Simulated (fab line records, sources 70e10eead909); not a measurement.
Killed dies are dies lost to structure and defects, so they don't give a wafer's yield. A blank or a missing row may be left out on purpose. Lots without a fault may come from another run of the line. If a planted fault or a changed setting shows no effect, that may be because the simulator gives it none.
Matching of chambers -- flow nandHarc -- 4 sister chambers for NHARC_A_CONTACT_ETCH_90 on rieDiel-12
The step etches the open film in CH3F/O2, target depth 40 nm, time 85.7 s. 4 wafers are shown with their chamber, then 12 later ones without.

WAFERS, EACH WITH ITS CHAMBER
wafer,chamber,showerheadPlenumPTorr (Torr)
L086.4,1,2.58
L087.1,2,2.30
L089.4,3,2.56
L089.6,0,2.55

WAFERS WITH NO CHAMBER GIVEN
wafer,showerheadPlenumPTorr (Torr)
L091.1,2.55
L091.2,2.58
L091.5,2.56
L093.1,2.58
L093.3,2.54
L093.6,2.29
L096.2,2.56
L096.4,2.57
L096.6,2.56
L097.1,2.29
L097.3,2.56
L097.5,2.54

WHICH CHAMBER EACH ONE RAN IN
wafer,from the rows above,in truth
L091.1,can't be placed: 0 or 3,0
L091.2,1,1
L091.5,can't be placed: 3 or 0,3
L093.1,1,1
L093.3,can't be placed: 0 or 3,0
L093.6,2,2
L096.2,can't be placed: 3 or 0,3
L096.4,can't be placed: 3 or 1 or 0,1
L096.6,can't be placed: 3 or 0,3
L097.1,2,2
L097.3,can't be placed: 3 or 0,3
L097.5,can't be placed: 0 or 3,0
Correct placement for 4 of the 12. Can't be placed from these rows: 8 (the true chamber is among the candidates in 8). Wrongly placed: 0.
How it was worked out, from the rows above alone: a wafer's distance from a chamber is the root of the sum, over the readings, of the square of ((its reading less the chamber's mean) divided by the reading's scatter). The wafer belongs to the nearest chamber; if the next one is less than 2 further off, it can't be placed. A chamber's mean is the mean of its shown wafers. The scatter (one wafer shown for each chamber): square how far every hidden wafer sits from the nearest shown wafer, average those squares and take the square root.
